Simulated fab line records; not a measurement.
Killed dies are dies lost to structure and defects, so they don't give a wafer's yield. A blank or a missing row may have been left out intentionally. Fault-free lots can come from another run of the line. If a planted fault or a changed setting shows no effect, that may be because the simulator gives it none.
fab line records    flow n5_finfet
record: lots: 10  wafers: 27  last_day: 16
route steps=1938 shown BEOL_M4@1024 PASSIVATION@1936
lots untouched by any fault: they come from a run of this same line in which no faults occurred
start_h: start of the lot's first displayed wafer, in hours after the record's first day    wait_h: hours elapsed since this lot's preceding step    " the same as in the row above    L1.1+2: one row covering several wafers at once    - no value, or no start given    * or withheld: withheld    < > ~ a bound
route shown NAME@n: NAME is a module with steps in the file, n the number in the route of the first one    usual: mean and standard deviation over wafers with no fault    same: alike in all rows    chamber/n: place in a boat    sites: the reading at each site    _std_site: standard deviation across them    _edge_site: mean of outer sites minus mean of inner sites    radius_mm: how far each site lies from the wafer's centre    mask NAME#n: copy n    behind: tool/chamber where the wafer was last shaped    hold: reason for holding the lot/hours on hold/outcome of the hold    device: which transistor (n, p or np) failed to switch    end of line: the route-end tests of the same wafers    a step without rows: its recipe alone    killed: count of dies lost to structure and defects at first sort (not the wafer's yield)    map: a wafer's dies, x killed, . not, _ none there
set.NAME: the setting as run; set.NAME@STEP: as run at that earlier step    model.NAME: the simulator's own value behind a step, which no gauge read
steps of the route over a sample of lots; a table a step, a row a wafer
services: when a tool's chamber went out of use (start_h, in hours from the record's first day, below 0 if earlier), for how many hours, and the reason
== steps ==
step: N5_BEOL_M4_HM_DEP_02
recipe: material: TiN  target_thk_a: 200  temp_c: 25  chamber_pressure_pa: 0.49996
usual: throttle_valve_pct: 29.8/1.3
lot.wafer  tool            chamber  start_h  wait_h  throttle_valve_pct
L871.2     pvd_sputter-02  -        168.23   0.8     28.3
L871.5     "               -        "        "       29.6
L876.2     pvd_sputter-01  -        194.74   1.5     31.9
L876.3     "               -        "        "       30.9
L876.4     "               -        "        "       29.3
L878.1     pvd_sputter-02  -        210.58   1.6     30.0
L878.4     "               -        "        "       31.4
L878.6     "               -        "        "       31.2
L880.3     pvd_sputter-01  -        215.98   0.9     30.9
L880.4     "               -        "        "       32.1
L880.5     "               -        "        "       29.1
L879.2     pvd_sputter-03  -        224.04   1.0     29.2
L879.5     "               -        "        "       29.2
L879.6     "               -        "        "       30.2
L882.1     pvd_sputter-02  -        232.39   3.5     28.3
L882.2     "               -        "        "       29.3
L882.6     "               -        "        "       28.1
L886.2     pvd_sputter-01  -        245.99   0.2     28.9
L886.4     "               -        "        "       30.7
L886.5     "               -        "        "       29.0
L888.2     pvd_sputter-01  -        268.00   0.6     31.7
L888.3     "               -        "        "       29.3
L888.6     "               -        "        "       27.8
L889.3     pvd_sputter-01  -        271.84   0.2     27.6
L889.4     "               -        "        "       31.9
L891.3     pvd_sputter-01  -        284.22   0.3     27.6
L891.6     "               -        "        "       27.6
step: N5_BEOL_M4_DESCUM_33
recipe: chemistry: O2  time_s: 7  source_power_w: 50  bias_power_w: 20  pressure_mtorr: 20  rf_frequency_hz: 2.712e+07  temp_c: 40  resist: CAR-EUV  o2_flow_sccm: 225
usual: drypump_motor_current_A: 5.7/0.36  oes_product_au: 0.78/0.093  rf_vpp_V: 243.4/1.2  showerhead_plenum_p_Torr: 2.11/0.066  throttle_valve_pct: 20.42/0.27
lot.wafer  tool         chamber  start_h  wait_h  drypump_motor_current_A  oes_product_au  rf_hours_counter_h  rf_vpp_V  showerhead_plenum_p_Torr  throttle_valve_pct
L871.2     rie_diel-01  3        171.70   1.1     5.5                      0.68            215                 241.0     2.08                      20.74
L871.5     "            3        "        "       5.6                      0.69            -                   241.1     2.08                      20.73
L876.2     rie_diel-03  1        196.86   0.0     5.7                      0.84            68                  243.0     2.11                      20.19
L876.3     "            3        "        "       5.7                      0.79            121                 243.0     1.99                      19.83
L876.4     "            0        "        "       5.9                      0.73            186                 244.4     2.17                      20.26
L878.1     rie_diel-05  1        212.47   0.3     5.6                      0.72            202                 245.3     2.15                      20.47
L878.4     "            2        "        "       5.2                      0.70            226                 243.9     2.15                      20.76
L878.6     "            3        "        "       6.5                      1.00            -                   245.3     2.25                      20.29
L880.3     rie_diel-01  1        217.40   0.0     5.8                      0.69            217                 243.3     2.07                      20.17
L880.4     "            0        "        "       5.9                      0.89            28                  243.4     2.05                      20.34
L880.5     "            2        "        "       5.7                      0.96            -                   243.3     2.06                      20.50
L879.2     rie_diel-05  2        226.63   0.7     5.2                      0.70            230                 243.8     2.15                      20.75
L879.5     "            1        "        "       5.6                      0.72            -                   244.4     2.15                      20.49
L879.6     "            2        "        "       5.2                      0.70            -                   244.8     2.15                      20.77
L882.1     rie_diel-05  1        233.92   0.0     5.6                      0.72            210                 244.6     2.15                      20.48
L882.2     "            2        "        "       5.2                      0.70            232                 244.4     2.15                      20.75
L882.6     "            3        "        "       6.5                      0.97            -                   246.1     2.24                      20.30
L886.2     rie_diel-03  3        247.56   0.0     5.7                      0.78            140                 241.6     1.98                      19.88
L886.4     "            0        "        "       5.9                      0.72            205                 244.7     2.17                      20.31
L886.5     "            0        "        "       5.9                      0.72            -                   244.3     2.17                      20.31
L888.2     rie_diel-05  1        269.55   0.0     5.6                      0.71            223                 244.0     2.15                      20.50
L888.3     "            3        "        "       6.5                      0.93            22                  245.3     2.24                      20.32
L888.6     "            0        "        "       5.4                      0.73            -                   243.3     2.15                      20.80
L889.3     rie_diel-03  3        273.44   0.0     5.7                      0.77            149                 242.0     1.98                      19.88
L889.4     "            2        "        "       5.0                      0.72            213                 242.4     2.09                      20.46
L891.3     rie_diel-01  2        285.86   0.0     5.8                      0.88            26                  241.5     2.05                      20.54
L891.6     "            1        "        "       5.8                      0.68            -                   243.0     2.07                      20.20
step: N5_BEOL_M4_ETCH_70
recipe: chemistry: N2/H2  target: SOC  target_depth_a: 800  overetch_a: 240  mask_material: SiARC  temp_c: 40  time_s: 130  ion_energy_ev: 200  pressure_mtorr: 30  source_w: 840  bias_w: 150  n2_flow_sccm: 200  h2_flow_sccm: 200
usual: drypump_motor_current_A: 5.7/0.34  oes_product_au: 0.57/0.062  rf_vpp_V: 524.2/2.2  showerhead_plenum_p_Torr: 2.55/0.069  throttle_valve_pct: 17.82/0.28
lot.wafer  tool         chamber  start_h  wait_h  drypump_motor_current_A  oes_product_au  rf_hours_counter_h  rf_vpp_V  showerhead_plenum_p_Torr  throttle_valve_pct
L871.2     rie_diel-01  0        174.40   0.0     5.9                      0.67            14                  522.2     2.51                      17.76
L871.5     "            2        "        "       5.7                      0.51            -                   521.4     2.50                      18.30
L876.2     rie_diel-01  1        201.43   0.0     5.8                      0.51            210                 524.1     2.51                      17.48
L876.3     "            3        "        "       5.5                      0.51            223                 522.4     2.51                      18.13
L876.4     "            1        "        "       5.8                      0.52            -                   521.0     2.51                      17.47
L878.1     rie_diel-05  0        216.16   0.0     5.4                      0.54            199                 526.8     2.63                      18.29
L878.4     "            1        "        "       5.6                      0.54            203                 526.8     2.60                      17.70
L878.6     "            2        "        "       5.2                      0.53            -                   525.6     2.64                      18.34
L880.3     rie_diel-01  0        224.52   0.0     5.9                      0.65            30                  522.3     2.50                      17.78
L880.4     "            2        "        "       5.8                      0.69            3                   523.8     2.50                      17.87
L880.5     "            2        "        "       5.7                      0.70            -                   522.6     2.50                      17.86
L879.2     rie_diel-05  1        232.28   0.0     5.7                      0.54            209                 526.1     2.59                      17.73
L879.5     "            3        "        "       6.5                      0.70            -                   527.4     2.70                      17.49
L879.6     "            0        "        "       5.4                      0.54            -                   526.5     2.63                      18.30
L882.1     rie_diel-01  3        235.39   0.0     5.6                      0.51            237                 521.7     2.51                      18.15
L882.2     "            1        "        "       5.8                      0.52            223                 523.9     2.51                      17.49
L882.6     "            1        "        "       5.8                      0.52            -                   523.0     2.51                      17.51
L886.2     rie_diel-01  0        252.95   0.0     5.9                      0.64            39                  521.8     2.50                      17.80
L886.4     "            1        "        "       5.8                      0.51            229                 523.8     2.50                      17.51
L886.5     "            3        "        "       5.5                      0.51            -                   522.4     2.50                      18.16
L888.2     rie_diel-01  2        275.16   0.0     5.7                      0.65            22                  522.9     2.49                      17.91
L888.3     "            1        "        "       5.8                      0.50            237                 523.8     2.50                      17.53
L888.6     "            2        "        "       5.8                      0.65            -                   521.6     2.49                      17.90
L889.3     rie_diel-03  2        275.22   0.0     5.0                      0.54            214                 521.9     2.53                      17.80
L889.4     "            3        "        "       5.7                      0.56            150                 519.2     2.45                      17.56
L891.3     rie_diel-01  2        293.66   0.0     5.7                      0.64            30                  523.5     2.49                      17.93
L891.6     "            2        "        "       5.7                      0.63            -                   522.4     2.49                      17.94
step: N5_BEOL_M4_OCD_MEAS_38
usual: trench_depth_nm: 55.3/1.3
lot.wafer  tool    chamber  start_h  wait_h  trench_depth_nm
L871.2     ocd-02  -        174.76   -       56.3
L871.5     "       -        "        "       55.5
L876.2     ocd-02  -        201.79   -       54.2
L876.3     "       -        "        "       54.9
L876.4     "       -        "        "       54.1
L878.1     ocd-02  -        216.52   -       56.2
L878.4     "       -        "        "       53.6
L878.6     "       -        "        "       52.9
L880.3     ocd-02  -        224.88   -       55.3
L880.4     "       -        "        "       57.5
L880.5     "       -        "        "       57.5
L879.2     ocd-01  -        232.64   -       53.7
L879.5     "       -        "        "       56.4
L879.6     "       -        "        "       56.0
L882.1     ocd-01  -        235.75   -       55.6
L882.2     "       -        "        "       55.2
L882.6     "       -        "        "       55.0
L886.2     ocd-01  -        253.31   -       55.6
L886.4     "       -        "        "       55.1
L886.5     "       -        "        "       54.7
L888.2     ocd-02  -        275.52   -       17.3
L888.3     "       -        "        "       44.3
L888.6     "       -        "        "       56.8
L889.3     ocd-01  -        275.58   -       38.3
L889.4     "       -        "        "       54.5
L891.3     ocd-01  -        294.02   -       25.5
L891.6     "       -        "        "       56.4
step: N5_BEOL_M4_PRE_CLEAN_45
recipe: gas: H2/He  time_s: 30  temp_c: 250
usual: heater_power_w: 343/34
lot.wafer  tool            chamber  start_h  wait_h  heater_power_w
L871.2     pvd_sputter-01  -        176.21   0.0     268
L871.5     "               -        "        "       269
L876.2     pvd_sputter-03  -        202.31   0.0     338
L876.3     "               -        "        "       329
L876.4     "               -        "        "       358
L878.1     pvd_sputter-02  -        217.19   0.0     315
L878.4     "               -        "        "       323
L878.6     "               -        "        "       304
L880.3     pvd_sputter-03  -        225.46   0.0     369
L880.4     "               -        "        "       336
L880.5     "               -        "        "       358
L879.2     pvd_sputter-02  -        233.11   0.0     333
L879.5     "               -        "        "       315
L879.6     "               -        "        "       399
L882.1     pvd_sputter-03  -        236.40   0.0     363
L882.2     "               -        "        "       360
L882.6     "               -        "        "       371
L886.2     pvd_sputter-03  -        253.69   0.0     338
L886.4     "               -        "        "       358
L886.5     "               -        "        "       326
L888.2     pvd_sputter-02  -        275.85   0.0     411
L888.3     "               -        "        "       310
L888.6     "               -        "        "       303
L889.3     pvd_sputter-02  -        276.11   0.0     312
L889.4     "               -        "        "       406
L891.3     pvd_sputter-02  -        294.70   0.0     328
L891.6     "               -        "        "       336
step: N5_BEOL_M4_RC_MEAS_101
usual: CHAIN_V3_max_site: 240/10  SERP_M4_max_site: 211/17
lot.wafer  tool       chamber  start_h  wait_h  CHAIN_V3_max_site[ohm/link]  SERP_M4_max_site[ohm/um]
L871.2     prober-01  0        179.83   0.2     254                          217
L871.5     "          0        "        "       263                          224
L876.2     prober-02  0        206.48   0.2     255                          234
L876.3     "          0        "        "       237                          220
L876.4     "          0        "        "       232                          217
L878.1     prober-01  0        220.95   0.0     238                          196
L878.4     "          0        "        "       238                          200
L878.6     "          0        "        "       242                          206
L880.3     prober-02  0        229.44   0.6     237                          199
L880.4     "          0        "        "       232                          201
L880.5     "          0        "        "       232                          195
L879.2     prober-01  0        236.71   0.2     242                          227
L879.5     "          0        "        "       224                          203
L879.6     "          0        "        "       233                          206
L882.1     prober-02  0        240.17   0.0     232                          208
L882.2     "          0        "        "       253                          225
L882.6     "          0        "        "       240                          216
L886.2     prober-01  0        257.42   0.2     235                          203
L886.4     "          0        "        "       234                          215
L886.5     "          0        "        "       216                          195
L888.3     prober-02  0        279.57   0.3     ~571                         ~5.4054e+05
L888.6     "          0        "        "       232                          184
L889.3     prober-01  0        280.35   0.3     ~571                         ~5.4054e+05
L889.4     "          0        "        "       246                          241
L891.3     prober-02  0        298.71   0.3     ~571                         ~5.4054e+05
L891.6     "          0        "        "       220                          192
step: N5_PASSIVATION_PROBE_49
usual: defect_limited_yield: 90.9/1.6  killed_at_M0_to_M3: 34/11  killed_at_M4_up: 14/5.7  killed_at_contacts: 13/6.5  killed_at_front_end: 43/11  killed_at_other: 4/3.1  killed_dies: 107/19  killed_on_rim: 14/3.9  killed_open: 71/14  killed_short: 35/7.9  sort_bin_5_function: 5.3/1.1  sort_bin_6_memory: 3.4/0.74  sort_n_pass: 1073/19  sort_yield_pct: 90.9/1.6
same: gross_dies: 1180  killed_at_back_side: 0  sort_bin_4_leakage[%]: 0  sort_bin_8_speed[%]: 0
lot.wafer  tool       chamber  start_h  wait_h  defect_limited_yield[%]  killed_at_M0_to_M3  killed_at_M4_up  killed_at_contacts  killed_at_front_end  killed_at_other  killed_dies  killed_on_rim  killed_open  killed_short  sort_bin_5_function[%]  sort_bin_6_memory[%]  sort_n_pass  sort_yield_pct[%]
L871.2     prober-01  -        292.48   0.1     90.9                     26                  19               12                  46                   4                107          11             75           32            5.7                     3.1                   1073         90.9
L871.5     prober-01  -        292.63   0.2     90.5                     29                  21               11                  51                   0                112          20             73           30            4.4                     4.0                   1068         90.5
L886.2     prober-02  -        357.19   0.1     89.7                     38                  30               18                  31                   5                122          18             81           40            6.1                     4.1                   1058         89.7
L886.4     prober-02  -        357.29   0.2     91.6                     27                  24               16                  31                   1                99           13             71           27            4.7                     3.6                   1081         91.6
L886.5     prober-02  -        357.34   0.2     90.9                     42                  15               6                   42                   2                107          12             69           32            5.3                     3.1                   1073         90.9
L889.3     prober-02  -        370.62   0.1     69.6                     39                  292              7                   21                   0                359          38             42           30            28.1                    2.2                   821          69.6
L889.4     prober-02  -        370.67   0.2     89.2                     40                  8                13                  64                   2                127          16             78           44            6.5                     3.8                   1053         89.2
L888.2     prober-01  -        374.82   0.1     20.8                     10                  863              10                  49                   2                934          124            54           25            76.3                    2.7                   246          20.8
L888.3     prober-01  -        374.87   0.1     73.9                     22                  204              20                  52                   10               308          14             84           29            21.4                    4.6                   872          73.9
L888.6     prober-01  -        375.02   0.3     91.3                     22                  19               9                   45                   8                103          16             74           29            5.3                     3.2                   1077         91.3
L891.3     prober-01  -        392.72   0.1     43.7                     20                  577              8                   52                   7                664          85             60           34            53.6                    2.3                   516          43.7
L891.6     prober-01  -        392.87   0.3     89.2                     34                  29               15                  45                   5                128          15             80           48            6.5                     4.1                   1052         89.2
killed by level:class
L871.2 STI_FIN_REVEAL:geometric_particle:open=20 MOL_CONTACT_COAG:geometric_particle:open=11 BEOL_M4:geometric_particle:open=9 BEOL_M0_SAQP:geometric_particle:short=8 BEOL_M2:geometric_particle:open=7 BEOL_M1:geometric_particle:open=5 FIN_SAQP:geometric_particle:open=4 GATE_CUT:geometric_particle:short=4
L871.5 MOL_CONTACT_COAG:geometric_particle:open=10 STI_FIN_REVEAL:geometric_particle:open=9 BEOL_M2:geometric_particle:open=8 BEOL_M3:geometric_particle:open=8 HKMG_FIN:area_etch=8 BEOL_M4:geometric_particle:open=7 FIN_SAQP:geometric_particle:open=6 GATE_CUT:geometric_particle:short=5
L886.2 MOL_CONTACT_COAG:geometric_particle:open=17 BEOL_M4:geometric_particle:open=16 BEOL_M1:geometric_particle:short=8 BEOL_M3:geometric_particle:open=8 FIN_SAQP:geometric_particle:short=7 BEOL_M4:geometric_particle:short=7 BEOL_M2:geometric_particle:open=6 FIN_SAQP:geometric_particle:open=5
L886.4 BEOL_M3:geometric_particle:open=12 MOL_CONTACT_COAG:geometric_particle:open=11 BEOL_M4:geometric_particle:open=10 FIN_SAQP:geometric_particle:open=8 GATE_CUT:geometric_particle:short=6 STI_FIN_REVEAL:geometric_particle:open=5 BEOL_M1:geometric_particle:open=5 BEOL_M5:geometric_particle:open=5
L886.5 FIN_SAQP:geometric_particle:open=12 BEOL_M3:geometric_particle:open=10 BEOL_M4:geometric_particle:open=8 FIN_SAQP:geometric_particle:short=7 BEOL_M0_SAQP:geometric_particle:short=7 BEOL_M1:geometric_particle:open=7 STI_FIN_REVEAL:geometric_particle:open=6 BEOL_M0_SAQP:geometric_particle:open=5
L889.3 BEOL_M4:area_open=287 BEOL_M0_SAQP:geometric_particle:short=18 STI_FIN_REVEAL:geometric_particle:open=10 MOL_CONTACT_COAG:geometric_particle:open=6 BEOL_M0_SAQP:geometric_particle:open=6 BEOL_M1:geometric_particle:open=5 BEOL_M0:geometric_particle:open=3 BEOL_M1:geometric_particle:short=3
L889.4 STI_FIN_REVEAL:geometric_particle:open=25 BEOL_M0_SAQP:geometric_particle:short=16 BEOL_M0_SAQP:geometric_particle:open=14 MOL_CONTACT_COAG:geometric_particle:open=7 MOL_CONTACT_COAG:geometric_particle:short=6 FIN_SAQP:geometric_particle:open=5 STI_FIN_REVEAL:geometric_particle:short=5 BEOL_M1:geometric_particle:open=5
L888.2 BEOL_M4:area_open=854 STI_FIN_REVEAL:geometric_particle:open=10 MOL_CONTACT_COAG:geometric_particle:open=9 FIN_SAQP:geometric_particle:short=6 GATE_CUT:geometric_particle:open=6 BEOL_M4:geometric_particle:open=6 STARTING-WAFER:geometric_particle:open=5 ILD0:geometric_particle:open=4
L888.3 BEOL_M4:area_open=195 MOL_CONTACT_COAG:geometric_particle:open=16 STI_FIN_REVEAL:geometric_particle:open=13 FIN_SAQP:geometric_particle:open=12 FIN_SAQP:geometric_particle:short=10 BEOL_M3:geometric_particle:open=8 DUMMY_GATE:geometric_particle:open=6 BEOL_M2:geometric_particle:open=5
L888.6 BEOL_M4:geometric_particle:open=10 FIN_SAQP:geometric_particle:short=9 STI_FIN_REVEAL:geometric_particle:open=8 MOL_CONTACT_COAG:geometric_particle:open=8 BEOL_M3:geometric_particle:open=8 BEOL_M0:geometric_particle:open=5 FIN_SAQP:geometric_particle:open=4 DUMMY_GATE:geometric_particle:open=4
L891.3 BEOL_M4:area_open=569 STI_FIN_REVEAL:geometric_particle:open=9 FIN_SAQP:geometric_particle:open=8 FIN_SAQP:geometric_particle:short=6 ILD0:geometric_particle:open=5 MOL_CONTACT_COAG:geometric_particle:open=5 BEOL_M0:geometric_particle:open=5 BEOL_M1:geometric_particle:open=4
L891.6 FIN_SAQP:geometric_particle:open=15 BEOL_M4:geometric_particle:open=12 MOL_CONTACT_COAG:geometric_particle:open=11 BEOL_M0_SAQP:geometric_particle:open=9 FIN_SAQP:geometric_particle:short=8 BEOL_M0_SAQP:geometric_particle:short=8 BEOL_M2:geometric_particle:open=6 MOL_CONTACT_COAG:geometric_particle:short=4
== services ==
tool            chamber  start_h  hours  kind
pvd_sputter-01  -        149.90   7.8    repair
rie_diel-05     0        157.23   1.9    repair
rie_diel-03     1        159.93   2.5    repair
rie_diel-05     -        161.75   14.6   pm
rie_diel-03     -        170.76   0.3    repair
pvd_sputter-01  -        175.05   0.9    repair
rie_diel-01     2        175.18   -      clean
rie_diel-01     2        175.18   -      consumable_replace:focus_ring
rie_diel-01     2        175.18   38.4   scheduled_down
rie_diel-01     2        175.18   38.4   vent_cycle
rie_diel-01     -        179.88   15.6   pm
rie_diel-05     3        180.98   -      clean
rie_diel-05     3        180.98   -      consumable_replace:focus_ring
rie_diel-05     3        180.98   -      consumable_replace:showerhead
rie_diel-05     3        180.98   20.5   scheduled_down
rie_diel-05     3        180.98   20.5   vent_cycle
rie_diel-01     -        198.29   0.4    repair
rie_diel-01     0        243.88   4.7    repair
rie_diel-01     -        251.62   1.0    repair
rie_diel-01     3        271.09   -      clean
rie_diel-01     3        271.09   -      consumable_replace:focus_ring
rie_diel-01     3        271.09   30.4   scheduled_down
rie_diel-01     3        271.09   30.4   vent_cycle
rie_diel-05     2        283.91   -      clean
== key ==
first_sign: step: N5_BEOL_M4_OCD_MEAS_38  reading: trench_depth_nm  direction: down  sigmas: 19  usual: 55.3  struck: 31.3
effect: step: N5_BEOL_M4_RC_MEAS_101  reading: SERP_M4_max_site  direction: up  sigmas: 99+  usual: 211  struck: ~5.4054e+05
effect: step: N5_BEOL_M4_RC_MEAS_101  reading: CHAIN_V3_max_site  direction: up  sigmas: 32  usual: 240  struck: ~571
effect: step: N5_PASSIVATION_PROBE_49  reading: killed_at_M4_up  direction: up  sigmas: 83  usual: 14  struck: 484
more_kills_born_at: N5_BEOL_M4_HM_OPEN_17@rie_metal-02: 1049  N5_BEOL_M4_HM_OPEN_17@rie_metal-03: 856
met_at N5_BEOL_M4_HM_DEP_02
struck_lots L888,L889,L891
struck_wafers L888.2,L888.3,L889.3,L891.3
later_rows_left_out L888.2
not_acting_at N5_BEOL_M4_DESCUM_33,N5_BEOL_M4_ETCH_70,N5_BEOL_M4_PRE_CLEAN_45
onset_between 245.99 268.00
fault: kind: process_parameter_drift  tool: pvd_sputter-01  chamber: -  onset_h: 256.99  steps: N5_BEOL_M4_HM_DEP_02  channel: target_thk_a  offset: *  shape: step  end_h: 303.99  scope: struck_wafers_only  acts_in: *  stated: *
later_rows_left_out: the simulator's readings of these wafers behind a module that went badly wrong aren't trusted and aren't shown, but for the sort
